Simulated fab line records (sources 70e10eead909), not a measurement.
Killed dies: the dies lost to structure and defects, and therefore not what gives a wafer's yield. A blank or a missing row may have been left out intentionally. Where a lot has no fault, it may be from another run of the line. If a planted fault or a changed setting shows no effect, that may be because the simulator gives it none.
fab line records    flow nand_harc
record lots=5  wafers=14  last_day=33
route steps=1302 shown P_M1@315 P_M2@318 END@1302
lots that met no fault: from a run of the same line without faults
start_h: start of the lot's first displayed wafer, in hours after the record's first day    wait_h: how many hours have passed since the lot's step before this one    " unchanged from the row above    L1.1+2: a single row standing in for several wafers    - no value present, or no start provided    * or withheld: withheld    < > ~ a bound
route shown NAME@n: names a module that has steps shown in the file, with the first one's number in the route    usual: mean/standard deviation taken from wafers without a fault    same: alike in all rows    chamber/n: place in a boat    sites: the reading at each site    _std_site: the standard deviation of these    _edge_site: outer sites' mean less inner sites'    radius_mm: how far each site lies from the wafer's centre    mask NAME#n: copy n    behind: the most recent tool/chamber to have shaped the wafer    hold: reason for holding the lot/hours on hold/outcome of the hold    device: which transistor (n, p or np) failed to switch    end of line: the tests these same wafers got at the end of their route    where a step has no rows: the recipe by itself    killed: dies that structure and defects cost at the first sort, which is not the same as the wafer's yield    map: shows each die of a wafer: x if killed, . if not, _ if none is there
set.NAME: the setting the step ran with; set.NAME@STEP: the setting that earlier step ran with    model.NAME: the simulator's own value behind a step, which no gauge read
lots seen at some steps along the route; tables by step, rows by wafer
services: the hour from which a tool's chamber was out of use, counted from the record's first day as start_h (under 0 if before that day), plus the number of hours and why
## steps
# step NHARC_P_M1_INSPECT_27
# usual raw_defect_count=300/120
lot.wafer  tool               chamber  start_h  wait_h  raw_defect_count
L881.3     defect_inspect-02  -        123.42   0.0     321
L881.5     "                  -        "        "       291
L881.6     "                  -        "        "       565
L891.1     defect_inspect-01  -        239.43   0.0     187
L891.4     "                  -        "        "       148
L891.6     "                  -        "        "       215
L893.1     defect_inspect-01  -        250.04   0.0     225
L893.2     "                  -        "        "       159
L900.4     defect_inspect-01  -        312.86   0.0     369
L900.5     "                  -        "        "       703
L900.6     "                  -        "        "       376
L904.1     defect_inspect-02  -        358.96   0.0     240
L904.4     "                  -        "        "       247
L904.5     "                  -        "        "       125
# step NHARC_P_M1_PRE_CLEAN_32
# recipe time_s=12  temp_c=370  rf_power_w=300  gas=NH3
# usual heater_power_w=666/82  rf_fwd_power_W=292.5/0.84
lot.wafer  tool      chamber  start_h  wait_h  heater_power_w  rf_fwd_power_W
L881.3     pecvd-03  0        123.61   0.2     685             291.4
L881.6     "         1        "        "       628             293.3
L881.5     "         2        "        "       636             291.0
L891.1     pecvd-03  2        239.49   0.1     708             293.4
L891.4     "         2        "        "       716             293.6
L891.6     "         0        "        "       676             291.8
L893.1     pecvd-03  2        250.11   0.1     668             293.0
L893.2     "         1        "        "       589             291.1
L900.6     pecvd-04  1        312.97   0.1     629             293.8
L900.5     "         2        "        "       632             292.8
L900.4     "         0        "        "       621             291.5
L904.1     pecvd-01  0        359.06   0.1     748             293.5
L904.5     "         1        "        "       655             292.5
L904.4     "         0        "        "       736             293.0
# step NHARC_P_M1_DEP_33
# recipe target_thk_a=300  temp_c=370  target_thk_nm=30  pressure_torr=3  flow_sccm=200  rf_w=450  material=SiCN
# usual heater_power_w=605/87  rf_fwd_power_W=448.9/1.2
lot.wafer  tool      chamber  start_h  wait_h  heater_power_w  rf_fwd_power_W
L881.3     pecvd-03  0        123.75   0.1     623             448.4
L881.6     "         1        "        "       531             449.2
L881.5     "         2        "        "       702             448.9
L891.1     pecvd-03  2        239.57   0.1     571             448.8
L891.4     "         2        "        "       567             447.5
L891.6     "         0        "        "       534             447.8
L893.1     pecvd-03  2        250.18   0.1     594             447.8
L893.2     "         1        "        "       545             450.8
L900.6     pecvd-04  1        313.14   0.2     551             447.9
L900.5     "         2        "        "       580             449.2
L900.4     "         0        "        "       563             446.9
L904.1     pecvd-01  0        359.20   0.1     690             449.9
L904.5     "         1        "        "       544             449.5
L904.4     "         0        "        "       691             450.2
# step NHARC_P_M2_DEP_00
# recipe target_thk_a=1825  target_thk_nm=182.5  temp_c=withheld  pressure_torr=5  flow_sccm=200  rf_w=600  material=SiOC
# step NHARC_P_M2_DEHYDRATE_01
# recipe temp_c=150  time_s=120
# step NHARC_P_M2_HMDS_02
# recipe time_s=30
# step NHARC_P_M2_COAT_34
# recipe temp_c=200  time_s=65
# step NHARC_P_M2_COAT_03
# recipe spin_rpm=1500  resist_thk_nm=90
# step NHARC_P_M2_SOFTBAKE_04
# recipe temp_c=105  time_s=55
# step NHARC_P_M2_EBR_05
# step NHARC_P_M2_EXPOSE_06
# recipe na=1.35  target_cd_nm=170  dose_mj=80.78  mask_id=P_M2
# step NHARC_P_M2_PEB_07
# recipe peb_temp_c=100  peb_time_s=65
# usual exhaust_pa=45.1/0.83  heater_power_total_W=156.6/0.44
lot.wafer  tool            chamber  start_h  wait_h  exhaust_pa  heater_power_total_W
L881.3     litho_track-01  0        124.83   0.0     44.5        156.0
L881.5     "               0        "        "       44.2        156.0
L881.6     "               0        "        "       43.8        156.1
L891.1     litho_track-06  0        240.80   0.1     45.1        157.1
L891.4     "               0        "        "       44.6        156.8
L891.6     "               0        "        "       44.5        156.1
L893.1     litho_track-06  0        251.35   0.1     45.0        157.1
L893.2     "               0        "        "       45.9        175.1
L900.4     litho_track-01  0        314.18   0.0     44.2        156.4
L900.5     "               0        "        "       44.4        157.1
L900.6     "               0        "        "       44.6        156.7
L904.1     litho_track-01  0        360.29   0.1     45.4        156.9
L904.4     "               0        "        "       44.1        156.8
L904.5     "               0        "        "       45.0        156.1
# step NHARC_P_M2_DEVELOP_08
# recipe develop_time_s=35  dev_temp_c=23
# step NHARC_P_M2_CD_MEAS_09
# recipe target_cd_nm=170  landing_energy_ev=500
# usual cd_nm=170.1/0.63
lot.wafer  tool       chamber  start_h  wait_h  cd_nm
L881.3     cd_sem-03  0        124.91   -       170.7
L881.5     "          0        "        "       170.3
L881.6     "          0        "        "       170.0
L891.1     cd_sem-03  0        240.88   -       170.3
L891.4     "          0        "        "       170.1
L891.6     "          0        "        "       170.3
L893.1     cd_sem-02  0        251.43   -       169.5
L893.2     "          0        "        "       161.5
L900.4     cd_sem-03  0        314.26   -       169.7
L900.5     "          0        "        "       170.4
L900.6     "          0        "        "       169.9
L904.1     cd_sem-02  0        360.37   -       170.1
L904.4     "          0        "        "       170.4
L904.5     "          0        "        "       169.7
# step NHARC_P_M2_OVL_MEAS_10
# recipe pitch_nm=340
# usual overlay_x_nm=-0.1/1.1  overlay_y_nm=0.0/0.89
lot.wafer  tool        chamber  start_h  wait_h  overlay_x_nm  overlay_y_nm
L881.3     overlay-01  -        125.00   -       -0.7          -0.8
L881.5     "           -        "        "       -0.2          0.3
L881.6     "           -        "        "       -0.8          -0.7
L891.1     overlay-01  -        240.97   -       -0.7          -0.1
L891.4     "           -        "        "       -0.3          -0.2
L891.6     "           -        "        "       -1.0          -0.8
L893.1     overlay-02  -        251.52   -       -1.1          1.0
L893.2     "           -        "        "       -1.4          0.5
L900.4     overlay-02  -        314.35   -       0.6           -0.6
L900.5     "           -        "        "       0.6           -0.8
L900.6     "           -        "        "       0.8           -0.3
L904.1     overlay-01  -        360.45   -       0.7           0.5
L904.4     "           -        "        "       -0.2          0.5
L904.5     "           -        "        "       -0.3          0.2
# step NHARC_P_M2_INSPECT_11
# usual raw_defect_count=5/3
lot.wafer  tool               chamber  start_h  wait_h  raw_defect_count
L881.3     defect_inspect-01  -        125.03   0.0     4
L881.5     "                  -        "        "       6
L881.6     "                  -        "        "       4
L891.1     defect_inspect-01  -        241.01   0.0     9
L891.4     "                  -        "        "       3
L891.6     "                  -        "        "       5
L893.1     defect_inspect-02  -        251.56   0.0     6
L893.2     "                  -        "        "       4
L900.4     defect_inspect-02  -        314.38   0.0     7
L900.5     "                  -        "        "       5
L900.6     "                  -        "        "       6
L904.1     defect_inspect-02  -        360.49   0.0     3
L904.4     "                  -        "        "       3
L904.5     "                  -        "        "       1
# step NHARC_P_M2_DESCUM_14
# recipe time_s=3  o2_flow_sccm=200  ar_flow_sccm=0  bias_power_w=0  chemistry=O2
# usual drypump_motor_current_A=6.0/0.45  oes_product_au=1.003/0.01  rf_vpp_V=58.0/0.79  showerhead_plenum_p_Torr=1.96/0.054  throttle_valve_pct=11.310/0.0095
lot.wafer  tool         chamber  start_h  wait_h  drypump_motor_current_A  oes_product_au  rf_hours_counter_h  rf_vpp_V  showerhead_plenum_p_Torr  throttle_valve_pct  model.P_M2.cd_nm
L881.3     rie_diel-09  1        125.11   0.1     5.7                      1.004           7.1                 58.1      1.94                      11.299              171.1
L881.5     "            3        "        "       6.2                      0.999           -                   57.3      1.91                      11.314              170
L881.6     "            0        "        "       5.8                      1.000           -                   58.3      2.00                      11.297              169.8
L891.4     rie_diel-11  0        241.07   0.1     5.6                      1.001           8.6                 57.8      1.91                      11.320              169.9
L891.1     "            2        "        "       6.5                      0.985           8.3                 56.6      1.99                      11.316              170.3
L891.6     "            0        "        "       5.5                      1.004           -                   58.3      1.91                      11.309              169.9
L893.2     rie_diel-11  0        251.64   0.1     5.6                      0.984           9.0                 57.9      1.91                      11.319              161.3
L893.1     "            1        "        "       6.8                      1.008           10.1                57.5      1.99                      11.321              170.2
L900.4     rie_diel-09  3        314.46   0.1     6.2                      1.009           6.9                 59.6      1.91                      11.314              169.4
L900.6     "            1        "        "       5.7                      1.021           -                   58.6      1.93                      11.314              170.1
L900.5     "            2        "        "       5.9                      1.000           -                   58.5      2.02                      11.311              169.8
L904.4     rie_diel-09  2        360.55   0.1     5.9                      1.004           1.2                 58.0      2.02                      11.293              170.6
L904.1     "            1        "        "       5.7                      1.013           1.1                 58.5      1.93                      11.316              170.3
L904.5     "            3        "        "       6.2                      0.983           -                   57.9      1.91                      11.307              169.7
# step NHARC_P_M2_ETCH_35
# recipe target_depth_a=400  overetch_a=120  time_s=43.94  ion_energy_ev=200  n2_flow_sccm=150  h2_flow_sccm=150  ar_flow_sccm=0  rf_w=400  bias_w=150  chemistry=N2/H2
# usual drypump_motor_current_A=6.0/0.44  oes_product_au=1.003/0.01  rf_fwd_power_W=395.2/2.1  rf_vpp_V=432.0/1.9  showerhead_plenum_p_Torr=2.09/0.058  throttle_valve_pct=14.171/0.0097
lot.wafer  tool         chamber  start_h  wait_h  drypump_motor_current_A  oes_product_au  rf_fwd_power_W  rf_hours_counter_h  rf_vpp_V  showerhead_plenum_p_Torr  throttle_valve_pct
L881.3     rie_diel-09  0        125.18   0.1     5.7                      0.999           391.4           6.8                 433.1     2.13                      14.173
L881.5     "            0        "        "       5.7                      1.007           392.1           -                   434.8     2.13                      14.179
L881.6     "            1        "        "       5.7                      1.005           395.8           -                   430.3     2.06                      14.155
L891.4     rie_diel-11  3        241.16   0.1     6.4                      1.000           393.5           7.6                 428.5     1.98                      14.189
L891.1     "            1        "        "       6.8                      0.995           395.3           9.3                 433.5     2.13                      14.164
L891.6     "            2        "        "       6.5                      0.993           396.5           -                   433.2     2.12                      14.173
L893.2     rie_diel-11  1        251.71   0.1     6.8                      1.007           395.5           10.1                433.1     2.13                      14.168
L893.1     "            2        "        "       6.5                      0.990           394.5           9.1                 431.5     2.12                      14.179
L900.4     rie_diel-09  0        314.54   0.1     5.7                      0.995           391.2           6.9                 431.8     2.13                      14.164
L900.5     "            1        "        "       5.7                      1.013           397.2           -                   429.9     2.06                      14.169
L900.6     "            2        "        "       5.9                      0.997           396.1           -                   434.6     2.15                      14.162
L904.4     rie_diel-09  0        360.64   0.1     5.7                      0.988           391.5           1.2                 434.0     2.13                      14.172
L904.1     "            2        "        "       5.9                      1.006           397.0           1.2                 433.5     2.15                      14.177
L904.5     "            3        "        "       6.2                      0.978           398.8           -                   429.6     2.04                      14.165
# step NHARC_P_M2_ETCH_15
# recipe target_depth_a=1825  time_s=91.2  c4f8_flow_sccm=withheld  ar_flow_sccm=400  rf_w=600  bias_w=300  chemistry=C4F8/Ar
# usual oes_product_au=0.945/0.024  rf_fwd_power_W=596.2/2.3  rf_vpp_V=442.3/1.8
lot.wafer  tool         chamber  start_h  wait_h  oes_product_au  rf_fwd_power_W  rf_hours_counter_h  rf_vpp_V
L881.3     rie_diel-09  0        -        -       0.916           592.2           6.8                 441.8
L881.5     "            3        "        "       0.916           599.4           -                   440.1
L881.6     "            0        "        "       0.936           592.8           -                   443.2
L891.1     rie_diel-11  0        -        -       0.929           597.3           8.6                 441.6
L891.4     "            2        "        "       0.922           595.6           8.4                 443.2
L891.6     "            1        "        "       0.934           597.9           -                   443.5
L893.2     rie_diel-11  1        -        -       0.929           593.9           10.1                444.3
L893.1     "            2        "        "       0.919           596.2           9.2                 443.8
L900.4     rie_diel-09  2        -        -       0.967           598.3           8.0                 444.1
L900.5     "            1        "        "       0.980           595.1           -                   439.9
L900.6     "            2        "        "       0.956           596.7           -                   444.5
L904.4     rie_diel-09  3        -        -       0.944           597.4           1.3                 441.0
L904.1     "            1        "        "       0.990           594.0           1.1                 443.0
L904.5     "            2        "        "       0.961           597.4           -                   443.8
# step NHARC_P_M2_CD_MEAS_16
# usual cd_nm=169.9/0.76
lot.wafer  tool       chamber  start_h  wait_h  cd_nm
L881.3     cd_sem-03  -        125.40   -       171.2
L881.5     "          -        "        "       170.5
L881.6     "          -        "        "       169.9
L891.1     cd_sem-03  -        241.37   -       169.7
L891.4     "          -        "        "       169.4
L891.6     "          -        "        "       169.4
L893.1     cd_sem-01  -        251.92   -       169.8
L893.2     "          -        "        "       161.1
L900.4     cd_sem-01  -        314.75   -       169.5
L900.5     "          -        "        "       169.4
L900.6     "          -        "        "       170.4
L904.1     cd_sem-03  -        360.86   -       169.8
L904.4     "          -        "        "       170.4
L904.5     "          -        "        "       169.6
# step NHARC_P_M2_STRIP_18
# recipe power_w=1000  n2_flow_sccm=150  h2_flow_sccm=150  ar_flow_sccm=0  bias_w=0  chemistry=N2/H2
# usual drypump_motor_current_A=6.1/0.5  oes_product_au=1.003/0.0093  rf_fwd_power_W=997/3.5  rf_vpp_V=91.0/0.82  showerhead_plenum_p_Torr=2.09/0.062  throttle_valve_pct=14.170/0.01
lot.wafer  tool         chamber  start_h  wait_h  drypump_motor_current_A  oes_product_au  rf_fwd_power_W  rf_hours_counter_h  rf_vpp_V  showerhead_plenum_p_Torr  throttle_valve_pct
L881.3     rie_diel-11  1        125.50   0.1     6.8                      0.993           998             2.7                 91.4      2.13                      14.187
L881.5     "            0        "        "       5.5                      0.999           990             -                   90.7      2.04                      14.174
L881.6     "            1        "        "       6.8                      0.996           998             -                   91.1      2.13                      14.159
L891.1     rie_diel-11  2        241.45   0.1     6.5                      1.002           998             8.4                 92.4      2.12                      14.137
L891.4     "            0        "        "       5.6                      0.996           998             8.7                 90.2      2.03                      14.175
L891.6     "            2        "        "       6.5                      0.990           997             -                   91.6      2.12                      14.166
L893.1     rie_diel-09  1        252.07   0.1     5.7                      1.021           1003            4.0                 90.9      2.06                      14.174
L893.2     "            2        "        "       5.9                      1.019           999             4.4                 91.1      2.15                      14.175
L900.4     rie_diel-11  1        314.87   0.1     6.7                      1.016           1002            2.4                 89.8      2.12                      14.169
L900.6     "            3        "        "       6.4                      1.009           996             -                   90.1      1.98                      14.181
L900.5     "            0        "        "       5.5                      0.994           998             -                   90.3      2.03                      14.176
L904.1     rie_diel-11  2        361.00   0.1     6.5                      1.003           997             3.2                 90.4      2.12                      14.168
L904.5     "            3        "        "       6.4                      1.020           993             -                   91.2      1.98                      14.159
L904.4     "            1        "        "       6.8                      1.003           1000            -                   91.6      2.12                      14.167
# step NHARC_P_M2_ETCH_28
# recipe target_depth_a=300  over_etch_frac=0.3  time_s=72.99  ion_energy_ev=150  cf4_flow_sccm=50  n2_flow_sccm=100  ar_flow_sccm=150  rf_w=300  bias_w=100  chemistry=CF4/N2
# usual drypump_motor_current_A=6.1/0.49  oes_product_au=1.004/0.0099  rf_fwd_power_W=297.6/1.1  rf_vpp_V=315.1/1.5  showerhead_plenum_p_Torr=2.68/0.073  throttle_valve_pct=19.793/0.0088
lot.wafer  tool         chamber  start_h  wait_h  drypump_motor_current_A  oes_product_au  rf_fwd_power_W  rf_hours_counter_h  rf_vpp_V  showerhead_plenum_p_Torr  throttle_valve_pct  model.P_M2.cd_nm
L881.3     rie_diel-11  3        -        -       6.4                      0.993           297.1           2.2                 313.9     2.56                      19.805              171.6
L881.5     "            1        "        "       6.8                      0.997           297.8           -                   316.1     2.73                      19.806              170.8
L881.6     "            2        "        "       6.5                      0.986           298.1           -                   315.8     2.73                      19.798              170.2
L891.1     rie_diel-11  2        -        -       6.5                      0.993           297.5           8.5                 314.4     2.72                      19.805              170.1
L891.4     "            0        "        "       5.6                      0.994           298.5           8.7                 313.8     2.62                      19.792              170.2
L891.6     "            1        "        "       6.8                      1.006           298.2           -                   317.0     2.73                      19.787              169
L893.1     rie_diel-09  3        -        -       6.2                      0.995           298.3           4.5                 314.2     2.62                      19.789              169.5
L893.2     "            1        "        "       5.7                      1.031           296.8           4.0                 315.3     2.65                      19.800              161
L900.4     rie_diel-11  3        -        -       6.4                      1.006           298.5           2.5                 314.3     2.56                      19.783              169.8
L900.5     "            0        "        "       5.6                      1.002           298.7           -                   314.4     2.62                      19.785              169.8
L900.6     "            1        "        "       6.8                      1.008           298.4           -                   315.1     2.73                      19.789              169.8
L904.1     rie_diel-11  1        -        -       6.8                      1.002           297.4           3.7                 314.1     2.73                      19.791              169.2
L904.4     "            2        "        "       6.5                      1.009           298.8           -                   317.2     2.72                      19.810              170.9
L904.5     "            3        "        "       6.4                      1.001           295.8           -                   313.3     2.56                      19.802              170.3
# step NHARC_P_M2_STRIP_19
# recipe time_s=600  temp_c=30  chemistry=post_etch_residue_remover
# step NHARC_END_SORT_01
# recipe temp_c=25
# usual defect_limited_yield=91.1/2.9  killed_at_array=55/20  killed_at_other=1.1/1.2  killed_at_periphery=3.8/2.8  killed_dies=60/19  killed_open=3.4/1.9  killed_short=2.2/1.5
# same gross_dies=677
lot.wafer  tool       chamber  start_h  wait_h  defect_limited_yield[%]  killed_at_array  killed_at_other  killed_at_periphery  killed_dies  killed_open  killed_short
L891.1     prober-02  0        682.96   2.5     93.1                     40               0                7                    47           2            2
L891.4     prober-02  0        685.39   3.4     92.8                     47               0                2                    49           2            1
L891.6     prober-02  0        687.01   4.1     93.4                     41               1                3                    45           2            2
# killed by level:class
L891.1 A_CHANNEL_HOLE_D2:chamber_film_flake=12 A_CHANNEL_HOLE_D1:chamber_film_flake=6 A_STAIRCASE:chamber_film_flake=5 P_STI:chamber_film_flake=4 A_WL_FILL:chamber_film_flake=4 A_CONTACT:chamber_film_flake=4 P_GATE:chamber_film_flake=3 A_BONDPAD:chamber_film_flake=3
L891.4 A_CHANNEL_HOLE_D2:chamber_film_flake=25 A_SLIT:chamber_film_flake=4 A_CONTACT:chamber_film_flake=4 A_BONDPAD:chamber_film_flake=3 A_BLC:geometric_particle:open=2 P_GATE:chamber_film_flake=2 A_DECK1_JOINT:chamber_film_flake=2 A_STAIRCASE:chamber_film_flake=2
L891.6 A_CHANNEL_HOLE_D2:chamber_film_flake=13 A_STAIRCASE:chamber_film_flake=5 A_CONTACT:chamber_film_flake=5 A_CHANNEL_HOLE_D1:chamber_film_flake=4 A_SLIT:chamber_film_flake=4 P_GATE:chamber_film_flake=3 A_BONDPAD:chamber_film_flake=3 A_SOURCE_PLATE:geometric_particle:open=1
## services
tool            chamber  start_h  hours  kind
pecvd-03        -        111.52   0.6    repair
rie_diel-09     2        113.36   3.7    repair
pecvd-01        1        126.30   6.8    repair
pecvd-01        -        130.00   13.0   pm
rie_diel-09     -        143.15   9.0    pm
pecvd-01        -        153.76   1.5    repair
litho_track-01  -        155.00   7.0    pm
pecvd-01        -        162.05   0.3    repair
pecvd-03        -        185.00   13.0   pm
pecvd-01        1        227.25   32.9   repair
rie_diel-11     0        242.89   5.3    repair
pecvd-01        0        242.97   6.8    repair
rie_diel-11     -        255.50   9.0    pm
pecvd-04        -        269.63   13.0   pm
rie_diel-09     3        275.11   9.4    repair
pecvd-03        -        279.55   16.2   repair
pecvd-01        0        285.23   3.5    repair
pecvd-01        -        311.00   13.0   pm
rie_diel-09     -        320.15   9.0    pm
pecvd-04        0        323.30   14.9   repair
litho_track-01  -        330.00   7.0    pm
rie_diel-11     2        334.93   9.6    repair
pecvd-04        -        340.79   1.3    repair
rie_diel-11     0        360.69   6.0    repair
## key
first_sign step=NHARC_P_M2_PEB_07  reading=heater_power_total_W  direction=up  sigmas=42  usual=*  struck=*
effect step=NHARC_P_M2_CD_MEAS_09  reading=cd_nm  direction=down  sigmas=14  usual=170.1  struck=161.5
effect step=NHARC_P_M2_CD_MEAS_16  reading=cd_nm  direction=down  sigmas=12  usual=169.9  struck=161.1
model_effect step=NHARC_P_M2_DESCUM_14  value=P_M2.cd_nm  without=168.9  struck=161.3
model_effect step=NHARC_P_M2_ETCH_28  value=P_M2.cd_nm  without=168.6  struck=161
met_at NHARC_P_M2_PEB_07
struck_wafers L893.2
onset_between 240.80 251.35
fault kind=process_parameter_drift  tool=litho_track-06  chamber=-  onset_h=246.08  steps=NHARC_P_M2_PEB_07  channel=peb_time_s  offset=*  shape=step  end_h=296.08  scope=struck_wafers_only  acts_in=*  stated=*
